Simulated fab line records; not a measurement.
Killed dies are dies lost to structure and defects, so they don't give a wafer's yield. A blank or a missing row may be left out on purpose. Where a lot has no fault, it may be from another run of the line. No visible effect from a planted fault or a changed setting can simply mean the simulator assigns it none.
fab line records ; flow nand_harc
record lots=9; wafers=27; last_day=34
route steps=1302 shown A_CHANNEL_HOLE_D1@477 A_CHANNEL_FILL_D1@499 END@1301
lots untouched by any fault: they come from a run of this same line in which no faults occurred
start_h: hours from the record's opening day to when the first of the lot's shown wafers began ; wait_h: hours elapsed since this lot's preceding step ; " the same as in the row above ; L1.1+2: a row that stands for several wafers ; - either no value or no given start ; * or withheld: withheld ; < > ~ a bound
route shown NAME@n: NAME is a module with steps in the file, n the number in the route of the first one ; usual: mean and standard deviation over wafers with no fault ; same: alike in all rows ; chamber/n: place in a boat ; sites: readings site by site ; _std_site: how widely they spread, as a standard deviation ; _edge_site: mean of outer sites minus mean of inner sites ; radius_mm: how far each site lies from the wafer's centre ; mask NAME#n: copy n ; behind: the most recent tool/chamber to have shaped the wafer ; hold: cause of the lot's hold/its duration in hours/its outcome ; device: the n, p or np transistor that did not switch ; end of line: the tests these same wafers got at the end of their route ; step lacking rows: just its recipe ; killed: not the wafer's yield, but the dies lost to structure and defects at the first sort ; map: a wafer's dies, marking killed ones x, the rest . and places with no die _
set.NAME: the setting that was run; set.NAME@STEP: the one run at that earlier step ; model.NAME: the simulator's own value behind a step, which no gauge read
steps of the route over a sample of lots; a table a step, a row a wafer
services: when a tool's chamber went out of use (start_h, in hours from the record's first day, below 0 if earlier), for how many hours, and the reason
## steps
# step NHARC_A_CHANNEL_HOLE_D1_ETCH_25
# recipe bias_v=5000; source_w=withheld; pressure_mtorr=20; time_s=1040.2; ar_flow_sccm=375; c4f8_flow_sccm=93.8; o2_flow_sccm=31.2; temp_c=-20; target_depth_a=15000; chemistry=C4F8/O2/Ar
# usual drypump_motor_current_A=6.06/0.23; showerhead_plenum_p_Torr=3.51/0.062; temp_c=-20.00/0.12; throttle_valve_pct=32.236/0.0093
lot.wafer;tool;chamber;start_h;wait_h;drypump_motor_current_A;rf_hours_counter_h;showerhead_plenum_p_Torr;temp_c;throttle_valve_pct
L726.2;har_etch-01;0;189.98;0.7;6.19;95;3.63;-19.98;32.242
L726.3;har_etch-01;0;189.98;0.7;6.24;-;3.63;-20.16;32.244
L726.6;har_etch-01;0;189.98;0.7;6.20;-;3.63;-20.07;32.243
L727.1;har_etch-01;1;208.04;0.6;6.25;102;3.50;-20.10;32.232
L727.4;har_etch-01;1;208.04;0.6;6.24;-;3.50;-19.98;32.245
L727.6;har_etch-01;1;208.04;0.6;6.25;-;3.50;-20.18;32.225
L729.1;har_etch-01;1;216.31;0.6;6.26;110;3.50;-19.71;32.238
L729.6;har_etch-01;1;216.31;0.6;6.24;-;3.50;-19.78;32.239
L729.5;har_etch-01;0;216.31;0.6;6.22;-;3.62;-19.91;32.255
L730.2;har_etch-01;1;227.24;0.6;6.22;118;3.49;-20.16;32.243
L730.5;har_etch-01;1;227.24;0.6;6.21;-;3.49;-19.92;32.225
L730.6;har_etch-01;0;227.24;0.6;6.23;-;3.62;-20.04;32.229
L732.1;har_etch-01;0;242.86;0.6;6.22;126;3.61;-19.94;32.245
L732.2;har_etch-01;1;242.86;0.6;6.26;126;3.49;-20.07;32.236
L732.6;har_etch-01;0;242.86;0.6;6.24;-;3.61;-20.16;32.241
L737.1;har_etch-01;0;296.60;0.6;6.21;156;3.60;-19.97;32.245
L737.2;har_etch-01;1;296.60;0.6;6.27;156;3.47;-19.93;32.232
L737.3;har_etch-01;1;296.60;0.6;6.27;-;3.47;-19.98;32.235
L739.3;har_etch-02;1;319.95;0.7;5.77;-;3.45;-20.10;32.249
L739.5;har_etch-02;1;319.95;0.7;5.81;-;3.45;-20.06;32.252
L739.6;har_etch-02;0;319.95;0.7;5.72;-;3.47;-20.00;32.242
L746.1;har_etch-01;1;387.73;0.7;6.27;210;3.45;-20.12;32.219
L746.4;har_etch-01;0;387.73;0.7;6.22;-;3.57;-19.98;32.251
L746.5;har_etch-01;1;387.73;0.7;6.27;-;3.45;-19.96;32.231
L749.3;har_etch-01;0;420.32;0.7;6.26;-;3.56;-20.09;32.233
L749.5;har_etch-01;1;420.32;0.7;6.24;-;3.43;-19.97;32.226
L749.6;har_etch-01;0;420.32;0.7;6.24;-;3.56;-20.00;32.231
# step NHARC_A_CHANNEL_FILL_D1_ETCHBACK_19
# recipe target_depth_a=50; time_s=1.7; hbr_flow_sccm=150; cl2_flow_sccm=50; rf_w=400; icp_w=400; bias_w=100; chemistry=HBr/Cl2
# usual drypump_motor_current_A=5.9/0.41; hbr_flow_sccm=150.0/0.44; oes_product_au=0.998/0.01; throttle_valve_pct=26.406/0.0079
lot.wafer;tool;chamber;start_h;wait_h;drypump_motor_current_A;hbr_flow_sccm;oes_product_au;rf_hours_counter_h;throttle_valve_pct
L726.3;rie_si-03;3;218.41;0.4;6.4;151.0;1.009;0.91;26.413
L726.2;rie_si-03;2;218.41;0.4;5.9;149.9;1.009;0.90;26.407
L726.6;rie_si-03;3;218.41;0.4;6.4;149.9;1.013;-;26.419
L727.4;rie_si-05;3;236.88;0.4;5.7;150.3;1.013;0.63;26.408
L727.1;rie_si-05;1;236.88;0.4;5.4;150.4;0.996;0.60;26.400
L727.6;rie_si-05;0;236.88;0.4;5.5;150.2;1.010;-;26.409
L729.1;rie_si-05;2;243.98;0.4;6.0;149.6;0.998;0.72;26.407
L729.5;rie_si-05;3;243.98;0.4;5.6;150.6;1.000;-;26.400
L729.6;rie_si-05;0;243.98;0.4;5.5;150.3;1.003;-;26.393
L730.2;rie_si-03;0;253.48;0.4;6.1;150.3;0.982;0.23;26.412
L730.6;rie_si-03;1;253.48;0.4;6.5;149.9;0.987;-;26.406
L730.5;rie_si-03;2;253.48;0.4;5.8;149.8;1.002;-;26.413
L732.1;rie_si-03;3;271.39;0.4;6.5;150.2;1.009;0.23;26.408
L732.2;rie_si-03;0;271.39;0.4;6.0;151.0;0.980;0.26;26.387
L732.6;rie_si-03;2;271.39;0.4;5.8;150.2;0.991;-;26.399
L737.2;rie_si-03;1;331.84;0.4;6.5;149.9;0.993;0.73;26.398
L737.3;rie_si-03;3;331.84;0.4;6.4;150.2;0.996;0.60;26.406
L737.1;rie_si-03;0;331.84;0.4;6.0;150.5;0.984;0.68;26.410
L739.3;rie_si-03;0;347.16;0.4;6.1;149.3;0.986;0.71;26.402
L739.6;rie_si-03;0;347.16;0.4;6.1;150.2;0.981;-;26.415
L739.5;rie_si-03;1;347.16;0.4;6.5;150.1;0.999;-;26.410
L746.1;rie_si-03;0;414.78;0.4;6.1;149.0;1.003;0.02;26.423
L746.4;rie_si-03;2;414.78;0.4;5.8;150.9;0.995;0.01;26.401
L746.5;rie_si-03;1;414.78;0.4;6.5;150.3;0.976;-;26.410
L749.3;rie_si-03;2;447.07;0.4;5.8;149.6;0.999;0.21;26.417
L749.6;rie_si-03;0;447.07;0.4;6.0;149.5;0.992;-;26.411
L749.5;rie_si-03;1;447.07;0.4;6.5;149.8;0.990;-;26.409
# step NHARC_A_CHANNEL_FILL_D1_CVD_05
# recipe target_thk_a=50; temp_c=550; material=poly-Si
# usual spike_tc_bottom_C=572.5/1.5; spike_tc_centre_C=550.1/1; spike_tc_lower_C=549.2/0.98; spike_tc_upper_C=549.9/1.3; zone_power_bottom_pct=9.9/1.1
lot.wafer;tool;chamber;start_h;wait_h;spike_tc_bottom_C;spike_tc_centre_C;spike_tc_lower_C;spike_tc_upper_C;zone_power_bottom_pct
L726.2;lpcvd_poly-03;0;221.10;2.3;570.9;549.4;548.4;549.1;9.7
L726.3;lpcvd_poly-03;0;221.10;2.3;572.3;549.7;550.9;548.9;9.8
L726.6;lpcvd_poly-03;0;221.10;2.3;570.0;550.4;548.1;547.6;9.7
L727.1;lpcvd_poly-04;0;240.53;3.3;573.9;549.4;548.6;549.9;11.1
L727.4;lpcvd_poly-04;0;240.53;3.3;573.4;548.9;549.3;550.3;11.1
L727.6;lpcvd_poly-04;0;240.53;3.3;573.2;549.9;549.0;551.3;10.9
L729.1;lpcvd_poly-04;0;246.56;2.3;574.1;547.4;550.0;552.8;11.0
L729.5;lpcvd_poly-04;0;246.56;2.3;572.4;549.3;548.3;551.9;11.0
L729.6;lpcvd_poly-04;0;246.56;2.3;570.9;548.8;547.7;551.0;11.0
L730.2;lpcvd_poly-03;0;256.15;2.3;570.7;551.3;547.6;549.5;9.8
L730.5;lpcvd_poly-03;0;256.15;2.3;569.6;550.4;550.0;548.5;9.7
L730.6;lpcvd_poly-03;0;256.15;2.3;572.3;550.3;548.2;546.9;9.8
L732.1;lpcvd_poly-02;0;274.16;2.4;570.0;549.8;548.0;547.7;8.7
L732.2;lpcvd_poly-02;0;274.16;2.4;573.7;552.0;547.9;549.1;8.6
L732.6;lpcvd_poly-02;0;274.16;2.4;570.5;551.5;552.4;551.4;8.8
L737.1;lpcvd_poly-02;0;334.66;2.4;570.1;550.2;550.5;550.8;8.6
L737.2;lpcvd_poly-02;0;334.66;2.4;571.2;550.1;548.4;549.6;8.5
L737.3;lpcvd_poly-02;0;334.66;2.4;572.3;551.5;549.7;547.8;8.6
L739.3;lpcvd_poly-02;0;349.96;2.4;571.2;550.9;549.4;550.2;8.8
L739.5;lpcvd_poly-02;0;349.96;2.4;570.2;551.8;549.1;550.0;8.8
L739.6;lpcvd_poly-02;0;349.96;2.4;571.3;548.7;548.8;550.1;8.8
L746.1;lpcvd_poly-04;0;417.40;2.3;586.4;561.7;562.3;563.0;11.5
L746.4;lpcvd_poly-04;0;417.40;2.3;586.8;565.0;562.9;563.3;11.4
L746.5;lpcvd_poly-04;0;417.40;2.3;587.5;562.7;563.0;562.7;11.5
L749.3;lpcvd_poly-04;0;449.66;2.3;587.9;564.2;562.8;562.7;11.6
L749.5;lpcvd_poly-04;0;449.66;2.3;586.9;564.6;562.3;566.0;11.7
L749.6;lpcvd_poly-04;0;449.66;2.3;586.2;562.9;561.1;561.9;11.6
# step NHARC_A_CHANNEL_FILL_D1_CMP_10
# recipe target_thk_nm=150
# usual motor_current_A=11.6/0.85; time_to_endpoint_s=13.8/2.1
lot.wafer;tool;chamber;start_h;wait_h;motor_current_A;time_to_endpoint_s
L726.3;cmp-03;1;242.19;0.4;11.5;14.7
L726.2;cmp-03;2;242.19;0.4;11.3;13.9
L726.6;cmp-03;1;242.19;0.4;11.3;15.6
L727.1;cmp-01;2;261.20;0.4;9.6;14.3
L727.4;cmp-01;0;261.20;0.4;12.0;17.7
L727.6;cmp-01;2;261.20;0.4;10.2;14.7
L729.1;cmp-02;0;267.18;0.4;13.4;12.5
L729.5;cmp-02;1;267.18;0.4;11.6;10.0
L729.6;cmp-02;2;267.18;0.4;11.9;16.5
L730.2;cmp-03;2;276.74;0.4;11.8;13.2
L730.5;cmp-03;1;276.74;0.4;10.3;14.7
L730.6;cmp-03;2;276.74;0.4;11.3;12.6
L732.1;cmp-01;3;294.86;0.4;12.2;13.2
L732.2;cmp-01;2;294.86;0.4;10.2;13.9
L732.6;cmp-01;0;294.86;0.4;12.0;14.6
L737.1;cmp-01;2;357.46;0.4;10.1;17.5
L737.3;cmp-01;3;357.46;0.4;10.9;15.7
L737.2;cmp-01;1;357.46;0.4;11.9;14.3
L739.3;cmp-01;1;367.79;0.4;12.6;14.0
L739.6;cmp-01;0;367.79;0.4;12.6;12.6
L739.5;cmp-01;1;367.79;0.4;13.5;13.2
L746.1;cmp-01;1;439.33;0.4;12.3;14.0
L746.4;cmp-01;2;439.33;0.4;10.0;12.1
L746.5;cmp-01;0;439.33;0.4;12.3;13.3
L749.3;cmp-02;2;470.76;0.4;12.1;16.5
L749.6;cmp-02;2;470.76;0.4;12.3;16.7
L749.5;cmp-02;3;470.76;0.4;11.2;15.0
# step NHARC_END_WLT_00
# usual VT_DECK1_BOTTOM=0.872/0.0079; VT_DECK1_BOTTOM_INNER=0.872/0.0074; VT_DECK1_MEDIAN_NEAR_BOTTOM=0.873/0.0079; VT_DECK1_MEDIAN_NEAR_BOTTOM_INNER=0.873/0.0073; VT_DECK1_MIDDLE=0.887/0.0072; VT_DECK1_MIDDLE_INNER=0.886/0.0065; VT_DECK1_TOP=0.898/0.0072; VT_DECK1_TOP_INNER=0.898/0.0072; VT_DECK2_BOTTOM=0.872/0.0081; VT_DECK2_BOTTOM_INNER=0.872/0.0075; VT_DECK2_MEDIAN_NEAR_BOTTOM=0.873/0.0078; VT_DECK2_MEDIAN_NEAR_BOTTOM_INNER=0.873/0.0078; VT_DECK2_MIDDLE=0.886/0.0087; VT_DECK2_MIDDLE_INNER=0.885/0.0078; VT_DECK2_TOP=0.896/0.0086; VT_DECK2_TOP_INNER=0.896/0.0081
lot.wafer;tool;chamber;start_h;wait_h;VT_DECK1_BOTTOM;VT_DECK1_BOTTOM_INNER;VT_DECK1_MEDIAN_NEAR_BOTTOM;VT_DECK1_MEDIAN_NEAR_BOTTOM_INNER;VT_DECK1_MIDDLE;VT_DECK1_MIDDLE_INNER;VT_DECK1_TOP;VT_DECK1_TOP_INNER;VT_DECK2_BOTTOM;VT_DECK2_BOTTOM_INNER;VT_DECK2_MEDIAN_NEAR_BOTTOM;VT_DECK2_MEDIAN_NEAR_BOTTOM_INNER;VT_DECK2_MIDDLE;VT_DECK2_MIDDLE_INNER;VT_DECK2_TOP;VT_DECK2_TOP_INNER
L726.2;prober-02;-;561.99;0.6;0.874;0.871;0.878;0.865;0.896;0.887;0.894;0.902;0.861;0.862;0.865;0.865;0.871;0.868;0.881;0.891
L726.3;prober-02;-;561.99;0.6;0.860;0.860;0.858;0.864;0.877;0.878;0.895;0.910;0.849;0.850;0.862;0.855;0.866;0.865;0.883;0.882
L726.6;prober-02;-;563.98;2.5;0.857;0.859;0.867;0.856;0.869;0.878;0.897;0.889;0.849;0.867;0.865;0.851;0.874;0.874;0.878;0.890
L727.1;prober-01;-;579.13;0.0;0.868;0.863;0.865;0.869;0.881;0.873;0.882;0.884;0.869;0.872;0.867;0.872;0.887;0.885;0.897;0.900
L727.4;prober-01;-;580.62;1.5;0.873;0.872;0.866;0.866;0.876;0.886;0.880;0.881;0.868;0.862;0.864;0.872;0.891;0.880;0.896;0.897
L727.6;prober-01;-;581.62;2.5;0.872;0.870;0.868;0.871;0.885;0.878;0.889;0.892;0.869;0.866;0.876;0.859;0.889;0.884;0.894;0.895
L729.1;prober-01;-;588.39;0.0;0.868;0.869;0.863;0.873;0.877;0.880;0.886;0.883;0.875;0.868;0.871;0.866;0.882;0.881;0.893;0.893
L729.5;prober-01;-;590.38;2.0;0.867;0.862;0.868;0.876;0.883;0.884;0.895;0.893;0.859;0.871;0.864;0.870;0.878;0.874;0.889;0.880
L729.6;prober-01;-;590.38;2.0;0.867;0.861;0.857;0.859;0.877;0.872;0.885;0.894;0.867;0.875;0.860;0.863;0.886;0.876;0.882;0.891
L730.2;prober-01;-;596.72;2.4;0.878;0.889;0.885;0.880;0.894;0.890;0.911;0.905;0.876;0.876;0.881;0.881;0.893;0.891;0.896;0.900
L730.5;prober-01;-;598.23;3.9;0.874;0.881;0.871;0.875;0.895;0.889;0.900;0.906;0.881;0.873;0.868;0.875;0.885;0.889;0.897;0.894
L730.6;prober-01;-;598.23;3.9;0.886;0.883;0.887;0.883;0.896;0.894;0.911;0.915;0.870;0.865;0.886;0.876;0.884;0.885;0.897;0.899
L732.1;prober-02;-;630.59;0.1;0.876;0.864;0.876;0.872;0.886;0.893;0.896;0.902;0.870;0.876;0.873;0.871;0.887;0.885;0.894;0.891
L732.2;prober-02;-;630.59;0.1;0.867;0.859;0.861;0.871;0.878;0.880;0.892;0.889;0.877;0.879;0.865;0.876;0.889;0.881;0.895;0.905
L732.6;prober-02;-;633.12;2.6;0.867;0.871;0.869;0.871;0.883;0.880;0.889;0.897;0.871;0.875;0.875;0.879;0.894;0.878;0.892;0.904
L737.1;prober-02;-;672.34;0.1;0.863;0.861;0.861;0.861;0.883;0.880;0.886;0.891;0.867;0.859;0.869;0.862;0.876;0.881;0.885;0.878
L737.2;prober-02;-;672.34;0.1;0.869;0.862;0.874;0.865;0.878;0.875;0.886;0.895;0.853;0.860;0.855;0.857;0.878;0.864;0.880;0.884
L737.3;prober-02;-;672.34;0.1;0.868;0.865;0.868;0.867;0.887;0.875;0.885;0.892;0.870;0.863;0.857;0.867;0.874;0.875;0.875;0.886
L739.3;prober-02;-;694.98;1.1;0.889;0.883;0.879;0.885;0.890;0.896;0.892;0.907;0.870;0.874;0.872;0.875;0.883;0.881;0.903;0.899
L739.5;prober-02;-;695.99;2.1;0.885;0.882;0.886;0.885;0.884;0.883;0.906;0.905;0.874;0.870;0.861;0.875;0.890;0.884;0.900;0.898
L739.6;prober-02;-;695.99;2.1;0.875;0.872;0.875;0.877;0.895;0.889;0.897;0.898;0.872;0.869;0.880;0.874;0.884;0.893;0.896;0.897
L746.1;prober-01;-;758.56;0.0;0.951;0.949;0.945;0.949;0.968;0.963;0.971;0.976;0.873;0.863;0.871;0.866;0.881;0.876;0.886;0.891
L746.4;prober-01;-;760.03;1.5;0.952;0.947;0.949;0.943;0.958;0.964;0.981;0.987;0.858;0.875;0.869;0.869;0.865;0.891;0.893;0.892
L746.5;prober-01;-;760.03;1.5;0.939;0.949;0.952;0.954;0.973;0.976;0.981;0.973;0.867;0.867;0.870;0.858;0.883;0.874;0.892;0.892
L749.3;prober-02;-;808.40;1.0;0.950;0.948;0.942;0.956;0.967;0.971;0.983;0.989;0.863;0.865;0.873;0.869;0.875;0.885;0.890;0.883
L749.5;prober-02;-;808.40;1.0;0.943;0.953;0.945;0.951;0.975;0.971;0.993;0.992;0.874;0.861;0.880;0.870;0.880;0.885;0.898;0.893
L749.6;prober-02;-;808.40;1.0;0.943;0.952;0.952;0.947;0.959;0.965;0.987;0.980;0.879;0.874;0.876;0.877;0.878;0.883;0.902;0.890
# step NHARC_END_SORT_01
# recipe temp_c=25
# usual killed_at_array=61/20; killed_at_other=0.9/1.1; killed_at_periphery=3.7/2.5; killed_dies=65/21; killed_open=3.3/1.8; killed_short=2.3/1.5
# same gross_dies=677
lot.wafer;tool;chamber;start_h;wait_h;killed_at_array;killed_at_other;killed_at_periphery;killed_dies;killed_open;killed_short
L726.2;prober-02;0;565.29;2.8;41;0;1;42;3;0
L726.3;prober-02;0;566.09;3.1;53;1;0;54;3;1
L726.6;prober-02;0;568.51;4.0;41;1;1;43;0;1
L730.2;prober-01;0;600.04;2.8;38;1;5;44;2;2
L730.5;prober-01;0;602.43;3.7;49;0;2;51;3;3
L730.6;prober-01;0;603.23;4.0;32;0;3;35;1;2
L732.1;prober-02;0;633.63;2.5;60;0;2;62;3;3
L732.2;prober-02;0;634.44;2.8;72;0;1;73;1;5
L732.6;prober-02;0;637.71;4.1;76;1;4;81;5;4
L739.3;prober-02;0;698.60;3.1;84;2;8;94;6;2
L739.5;prober-02;0;700.20;3.7;93;5;8;106;4;3
L739.6;prober-02;0;701.00;4.0;78;3;2;83;4;2
# killed by level:class
L726.2 A_CHANNEL_HOLE_D2:chamber_film_flake=31 A_STAIRCASE:chamber_film_flake=3 A_CHANNEL_HOLE_D1:chamber_film_flake=2 A_CONTACT:unspecified=2 P_CONTACT:geometric_particle:open=1 A_DECK1_JOINT:geometric_particle:open=1 A_M0:geometric_particle:open=1 A_CHANNEL_FILL_D1:chamber_film_flake=1
L726.3 A_CHANNEL_HOLE_D2:chamber_film_flake=42 A_CHANNEL_HOLE_D1:chamber_film_flake=3 A_STAIRCASE:chamber_film_flake=2 A_CHANNEL_FILL_D2:geometric_particle:open=1 A_WL_FILL:geometric_particle:short=1 A_BLC:geometric_particle:open=1 STARTING-WAFER:geometric_particle:open=1 A_CHANNEL_FILL_D1:chamber_film_flake=1
L726.6 A_CHANNEL_HOLE_D2:chamber_film_flake=33 A_CONTACT:chamber_film_flake=4 A_CONTACT:unspecified=2 P_GATE:geometric_particle:short=1 A_CHANNEL_FILL_D1:chamber_film_flake=1 THIN_TSV:chamber_film_flake=1 A_CHANNEL_FILL_D2:chamber_film_flake=1
L730.2 A_SLIT:chamber_film_flake=20 A_CONTACT:chamber_film_flake=5 A_CHANNEL_HOLE_D2:chamber_film_flake=4 A_CHANNEL_HOLE_D1:chamber_film_flake=3 A_STAIRCASE:chamber_film_flake=3 P_GATE:chamber_film_flake=2 P_STI:geometric_particle:short=1 P_CONTACT:geometric_particle:open=1
L730.5 A_SLIT:chamber_film_flake=23 A_CONTACT:chamber_film_flake=7 A_CHANNEL_HOLE_D2:chamber_film_flake=5 A_CHANNEL_HOLE_D1:chamber_film_flake=4 A_STAIRCASE:chamber_film_flake=3 P_M1:geometric_particle:open=1 A_ONON_D1:geometric_particle:short=1 A_ONON_D2:geometric_particle:short=1
L730.6 A_SLIT:chamber_film_flake=19 A_CHANNEL_HOLE_D2:chamber_film_flake=4 A_CONTACT:chamber_film_flake=3 P_GATE:chamber_film_flake=2 A_CHANNEL_FILL_D1:geometric_particle:short=1 A_DECK1_JOINT:geometric_particle:open=1 A_BLC:geometric_particle:short=1 P_STI:chamber_film_flake=1
L732.1 A_CHANNEL_HOLE_D2:chamber_film_flake=26 A_SLIT:chamber_film_flake=22 A_CHANNEL_HOLE_D1:chamber_film_flake=5 A_CHANNEL_FILL_D2:geometric_particle:short=2 P_M0:geometric_particle:open=1 A_ONON_D1:geometric_particle:short=1 A_CHANNEL_FILL_D1:geometric_particle:open=1 A_M0:geometric_particle:open=1
L732.2 A_CHANNEL_HOLE_D2:chamber_film_flake=31 A_SLIT:chamber_film_flake=25 A_CHANNEL_HOLE_D1:chamber_film_flake=4 A_STAIRCASE:chamber_film_flake=4 A_ONON_D2:geometric_particle:short=2 A_DECK1_JOINT:chamber_film_flake=2 P_STI:geometric_particle:short=1 A_SOURCE_PLATE:geometric_particle:short=1
L732.6 A_CHANNEL_HOLE_D2:chamber_film_flake=31 A_SLIT:chamber_film_flake=25 A_CHANNEL_HOLE_D1:chamber_film_flake=7 A_CHANNEL_FILL_D2:geometric_particle:short=2 A_CONTACT:geometric_particle:open=2 P_GATE:chamber_film_flake=2 A_STAIRCASE:chamber_film_flake=2 A_SOURCE_PLATE:geometric_particle:short=1
L739.3 A_CHANNEL_HOLE_D1:chamber_film_flake=31 A_SLIT:chamber_film_flake=22 A_CHANNEL_HOLE_D2:chamber_film_flake=16 A_CONTACT:chamber_film_flake=8 P_CONTACT:chamber_film_flake=3 P_CONTACT:geometric_particle:open=2 THIN_TSV:chamber_film_flake=2 P_GATE:geometric_particle:short=1
L739.5 A_CHANNEL_HOLE_D1:chamber_film_flake=34 A_SLIT:chamber_film_flake=28 A_CHANNEL_HOLE_D2:chamber_film_flake=14 P_CONTACT:chamber_film_flake=7 A_CONTACT:chamber_film_flake=7 THIN_TSV:chamber_film_flake=5 A_ONON_D1:geometric_particle:short=1 A_CHANNEL_FILL_D1:geometric_particle:open=1
L739.6 A_CHANNEL_HOLE_D1:chamber_film_flake=31 A_SLIT:chamber_film_flake=23 A_CHANNEL_HOLE_D2:chamber_film_flake=14 A_CONTACT:chamber_film_flake=4 THIN_TSV:chamber_film_flake=3 A_ONON_D1:geometric_particle:open=2 P_M0:geometric_particle:short=1 A_CHANNEL_HOLE_D1:geometric_particle:open=1
## services
tool;chamber;start_h;hours;kind
cmp-03;-;166.98;4.0;pm
cmp-03;-;176.82;2.5;repair
cmp-01;-;177.32;0.2;repair
cmp-01;-;185.50;4.0;pm
cmp-01;-;195.78;0.4;repair
lpcvd_poly-02;-;206.00;26.0;pm
cmp-03;-;216.90;0.2;repair
cmp-01;-;217.69;1.0;repair
rie_si-03;-;221.00;9.0;pm
cmp-03;-;224.81;5.1;repair
cmp-02;-;232.50;4.0;pm
cmp-03;-;264.98;4.0;pm
cmp-01;-;272.90;2.1;repair
cmp-01;-;283.50;4.0;pm
har_etch-01;-;284.24;5.7;repair
cmp-02;-;294.63;2.3;repair
cmp-02;-;304.92;3.6;repair
cmp-01;-;319.64;1.3;repair
cmp-01;-;351.33;0.3;repair
cmp-01;-;360.76;0.5;repair
rie_si-03;1;374.27;7.7;repair
cmp-01;-;381.50;4.0;pm
rie_si-03;-;398.00;9.0;pm
cmp-01;-;404.20;2.3;repair
## key
first_sign step=NHARC_A_CHANNEL_FILL_D1_CVD_05; reading=spike_tc_lower_C; direction=up; sigmas=13; usual=549.2; struck=562.4
effect step=NHARC_A_CHANNEL_FILL_D1_CVD_05; reading=spike_tc_centre_C; direction=up; sigmas=13; usual=550.1; struck=563.5
effect step=NHARC_END_WLT_00; reading=VT_DECK1_MIDDLE_INNER; direction=up; sigmas=13; usual=0.886; struck=0.969
met_at NHARC_A_CHANNEL_FILL_D1_CVD_05
struck_lots L746,L749
tester_left_out L746,L749
not_acting_at NHARC_A_CHANNEL_HOLE_D1_ETCH_25,NHARC_A_CHANNEL_FILL_D1_ETCHBACK_19,NHARC_A_CHANNEL_FILL_D1_CMP_10
onset_between 246.56 417.40
fault kind=process_parameter_drift; tool=lpcvd_poly-04; chamber=-; onset_h=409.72; steps=NHARC_A_CHANNEL_FILL_D1_CVD_05; channel=temp_c; offset=*; shape=step; end_h=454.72; acts_in=*; stated=*
# tester_left_out: of these lots the tester's yield and bins aren't shown, on N5 and GAA mostly nor the transistor test; their killed dies are dies lost to structure and defects alone, not to doping, threshold or leakage, so they don't give the yield
